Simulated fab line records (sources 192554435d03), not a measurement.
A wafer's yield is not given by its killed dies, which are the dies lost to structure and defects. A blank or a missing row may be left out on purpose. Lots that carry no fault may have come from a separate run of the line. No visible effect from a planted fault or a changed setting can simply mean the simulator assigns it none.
Lot-split experiment / flow n5 finfet / 39 wafers read from 7 lots, route of 1938 steps

== THE SPLIT ITSELF ==
At N5_BEOL_M12_ETCH_68 (etches SOC in N2/H2, time 285 s), the setting target depth a was moved away from the recipe's 5700 angstrom on 18 of the 39 wafers read, by -56.4% to +52.9%. The other wafers ran this setting at the recipe's value.

The split's own step is where the reading is taken.

== THE READING ==
SiARC_of_BEOL_M12_COAT_66.thk nm (the simulator's own value, which no gauge read), in nm, at N5_BEOL_M12_ETCH_68 (etches SOC in N2/H2, time 285 s). There is no usual value for it anywhere in the file. Here, 21 wafers ran the recipe; their average is 85.7 nm with a standard deviation of 0.41 nm.

wafer=L078.1; tool, chamber at the split=rie diel-06, 3; target depth a as run, angstrom=2483; against the recipe=-56.4%; SiARC_of_BEOL_M12_COAT_66.thk nm, nm=99.4; against lot-mates on the recipe=+14.0
wafer=L078.2; tool, chamber at the split=rie diel-06, 1,3; target depth a as run, angstrom=2483; against the recipe=-56.4%; SiARC_of_BEOL_M12_COAT_66.thk nm, nm=99.2; against lot-mates on the recipe=+13.8
wafer=L078.5; tool, chamber at the split=rie diel-06, 1,3; target depth a as run, angstrom=2483; against the recipe=-56.4%; SiARC_of_BEOL_M12_COAT_66.thk nm, nm=99.2; against lot-mates on the recipe=+13.8
wafer=L078.3; tool, chamber at the split=rie diel-06, 0; target depth a as run, angstrom=5700; against the recipe=recipe; SiARC_of_BEOL_M12_COAT_66.thk nm, nm=85.2; against lot-mates on the recipe=-
wafer=L078.4; tool, chamber at the split=rie diel-06, 0; target depth a as run, angstrom=5700; against the recipe=recipe; SiARC_of_BEOL_M12_COAT_66.thk nm, nm=85.6; against lot-mates on the recipe=-
wafer=L078.6; tool, chamber at the split=rie diel-06, 1; target depth a as run, angstrom=5700; against the recipe=recipe; SiARC_of_BEOL_M12_COAT_66.thk nm, nm=85.4; against lot-mates on the recipe=-
wafer=L079.1; tool, chamber at the split=rie diel-06, 2; target depth a as run, angstrom=5700; against the recipe=recipe; SiARC_of_BEOL_M12_COAT_66.thk nm, nm=85.6; against lot-mates on the recipe=-
wafer=L079.2; tool, chamber at the split=rie diel-06, 0; target depth a as run, angstrom=3287; against the recipe=-42.3%; SiARC_of_BEOL_M12_COAT_66.thk nm, nm=95.8; against lot-mates on the recipe=+10.0
wafer=L079.3; tool, chamber at the split=rie diel-06, 1; target depth a as run, angstrom=3287; against the recipe=-42.3%; SiARC_of_BEOL_M12_COAT_66.thk nm, nm=96; against lot-mates on the recipe=+10.2
wafer=L079.4; tool, chamber at the split=rie diel-06, 3; target depth a as run, angstrom=5700; against the recipe=recipe; SiARC_of_BEOL_M12_COAT_66.thk nm, nm=85.8; against lot-mates on the recipe=-
wafer=L079.5; tool, chamber at the split=rie diel-06, 3; target depth a as run, angstrom=5700; against the recipe=recipe; SiARC_of_BEOL_M12_COAT_66.thk nm, nm=86; against lot-mates on the recipe=-
wafer=L079.6; tool, chamber at the split=rie diel-06, 2; target depth a as run, angstrom=3287; against the recipe=-42.3%; SiARC_of_BEOL_M12_COAT_66.thk nm, nm=96.2; against lot-mates on the recipe=+10.4
wafer=L081.1; tool, chamber at the split=rie diel-06, 0; target depth a as run, angstrom=5700; against the recipe=recipe; SiARC_of_BEOL_M12_COAT_66.thk nm, nm=86; against lot-mates on the recipe=-
wafer=L081.2; tool, chamber at the split=rie diel-06, 1; target depth a as run, angstrom=7179; against the recipe=+25.9%; SiARC_of_BEOL_M12_COAT_66.thk nm, nm=80.2; against lot-mates on the recipe=-5.9
wafer=L081.3; tool, chamber at the split=rie diel-06, 3; target depth a as run, angstrom=7179; against the recipe=+25.9%; SiARC_of_BEOL_M12_COAT_66.thk nm, nm=80; against lot-mates on the recipe=-6.1
wafer=L081.5; tool, chamber at the split=rie diel-06, 3; target depth a as run, angstrom=7179; against the recipe=+25.9%; SiARC_of_BEOL_M12_COAT_66.thk nm, nm=80; against lot-mates on the recipe=-6.1
wafer=L081.4; tool, chamber at the split=rie diel-06, 2,0; target depth a as run, angstrom=5700; against the recipe=recipe; SiARC_of_BEOL_M12_COAT_66.thk nm, nm=86.2; against lot-mates on the recipe=-
wafer=L081.6; tool, chamber at the split=rie diel-06, 2,0; target depth a as run, angstrom=5700; against the recipe=recipe; SiARC_of_BEOL_M12_COAT_66.thk nm, nm=86.2; against lot-mates on the recipe=-
wafer=L082.1; tool, chamber at the split=rie diel-06, 1; target depth a as run, angstrom=7230; against the recipe=+26.8%; SiARC_of_BEOL_M12_COAT_66.thk nm, nm=79.4; against lot-mates on the recipe=-6.4
wafer=L082.2; tool, chamber at the split=rie diel-06, 0; target depth a as run, angstrom=5700; against the recipe=recipe; SiARC_of_BEOL_M12_COAT_66.thk nm, nm=85.4; against lot-mates on the recipe=-
wafer=L082.3; tool, chamber at the split=rie diel-06, 2; target depth a as run, angstrom=7230; against the recipe=+26.8%; SiARC_of_BEOL_M12_COAT_66.thk nm, nm=79.8; against lot-mates on the recipe=-6.0
wafer=L082.4; tool, chamber at the split=rie diel-06, 3; target depth a as run, angstrom=7230; against the recipe=+26.8%; SiARC_of_BEOL_M12_COAT_66.thk nm, nm=79.2; against lot-mates on the recipe=-6.6
wafer=L082.5; tool, chamber at the split=rie diel-06, 1; target depth a as run, angstrom=5700; against the recipe=recipe; SiARC_of_BEOL_M12_COAT_66.thk nm, nm=86.2; against lot-mates on the recipe=-
wafer=L082.6; tool, chamber at the split=rie diel-06, 0; target depth a as run, angstrom=5700; against the recipe=recipe; SiARC_of_BEOL_M12_COAT_66.thk nm, nm=85.8; against lot-mates on the recipe=-
wafer=L085.1; tool, chamber at the split=rie diel-06, 1; target depth a as run, angstrom=5700; against the recipe=recipe; SiARC_of_BEOL_M12_COAT_66.thk nm, nm=86.4; against lot-mates on the recipe=-
wafer=L085.2; tool, chamber at the split=rie diel-06, 3,2; target depth a as run, angstrom=8715; against the recipe=+52.9%; SiARC_of_BEOL_M12_COAT_66.thk nm, nm=74; against lot-mates on the recipe=-12.3
wafer=L085.6; tool, chamber at the split=rie diel-06, 3,2; target depth a as run, angstrom=8715; against the recipe=+52.9%; SiARC_of_BEOL_M12_COAT_66.thk nm, nm=74; against lot-mates on the recipe=-12.3
wafer=L085.3; tool, chamber at the split=rie diel-06, 2,0; target depth a as run, angstrom=5700; against the recipe=recipe; SiARC_of_BEOL_M12_COAT_66.thk nm, nm=86.2; against lot-mates on the recipe=-
wafer=L085.4; tool, chamber at the split=rie diel-06, 2,0; target depth a as run, angstrom=5700; against the recipe=recipe; SiARC_of_BEOL_M12_COAT_66.thk nm, nm=86.2; against lot-mates on the recipe=-
wafer=L085.5; tool, chamber at the split=rie diel-06, 1; target depth a as run, angstrom=8715; against the recipe=+52.9%; SiARC_of_BEOL_M12_COAT_66.thk nm, nm=73.2; against lot-mates on the recipe=-13.1
wafer=L084.1; tool, chamber at the split=rie diel-06, 3; target depth a as run, angstrom=5700; against the recipe=recipe; SiARC_of_BEOL_M12_COAT_66.thk nm, nm=85.6; against lot-mates on the recipe=-
wafer=L084.2; tool, chamber at the split=rie diel-06, 1,0; target depth a as run, angstrom=3255; against the recipe=-42.9%; SiARC_of_BEOL_M12_COAT_66.thk nm, nm=95.8; against lot-mates on the recipe=+10.2
wafer=L084.3; tool, chamber at the split=rie diel-06, 1,0; target depth a as run, angstrom=3255; against the recipe=-42.9%; SiARC_of_BEOL_M12_COAT_66.thk nm, nm=95.8; against lot-mates on the recipe=+10.2
wafer=L084.4; tool, chamber at the split=rie diel-06, 2; target depth a as run, angstrom=5700; against the recipe=recipe; SiARC_of_BEOL_M12_COAT_66.thk nm, nm=85.4; against lot-mates on the recipe=-
wafer=L084.5; tool, chamber at the split=rie diel-06, 1; target depth a as run, angstrom=5700; against the recipe=recipe; SiARC_of_BEOL_M12_COAT_66.thk nm, nm=85.8; against lot-mates on the recipe=-
wafer=L084.6; tool, chamber at the split=rie diel-06, 0; target depth a as run, angstrom=3255; against the recipe=-42.9%; SiARC_of_BEOL_M12_COAT_66.thk nm, nm=96.2; against lot-mates on the recipe=+10.6
wafer=L093.3; tool, chamber at the split=rie diel-05, 0; target depth a as run, angstrom=5700; against the recipe=recipe; SiARC_of_BEOL_M12_COAT_66.thk nm, nm=85.2; against lot-mates on the recipe=-
wafer=L093.4; tool, chamber at the split=rie diel-05, 1; target depth a as run, angstrom=5700; against the recipe=recipe; SiARC_of_BEOL_M12_COAT_66.thk nm, nm=85.6; against lot-mates on the recipe=-
wafer=L093.5; tool, chamber at the split=rie diel-05, 2; target depth a as run, angstrom=5700; against the recipe=recipe; SiARC_of_BEOL_M12_COAT_66.thk nm, nm=84.8; against lot-mates on the recipe=-
Rows listing several chambers each stand for several wafers; the file does not say which wafer went through which chamber.

THE FIT
A straight line over all 39 wafers: SiARC_of_BEOL_M12_COAT_66.thk nm changes by -0.234 nm for each +1% of target depth a; r = -1.00; the points scatter about the line by 0.38 nm.
The same after taking each lot's own level away (the mean of its wafers on the recipe; 39 wafers): -0.24 nm for each +1%; r = -1.00; scatter 0.24 nm.
The reading moves by 14 nm for the largest change in target depth a, on that fit.
From 85.20 to 86.27 nm: that is the span of the lots' own levels, equal to 2.6 times the standard deviation above.
So the lot-to-lot level changes the slope little: the two slopes agree.
Check: for one of the wafers moved furthest among these (-56.4%), held out of the fit, the line's prediction against its lot-mates is +13.6 nm. It came out at +14 nm against them.

== ADDITIONAL SPLITS CARRIED BY THESE WAFERS ==
Other splits were also applied to these wafers ahead of the reading. Each is held against what the fit with the lots' levels taken away leaves over:
other split on the same wafers=N5_BEOL_M12_ILD_DEP_00 time s; wafers away from the commonest value=9; r with SiARC_of_BEOL_M12_COAT_66.thk nm (lot level and that fit taken away)=-0.15

== THE FILE'S OWN FIT ==
SiARC_of_BEOL_M12_COAT_66.thk nm changes by -0.241 nm for each +1% of target depth a, r = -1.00.
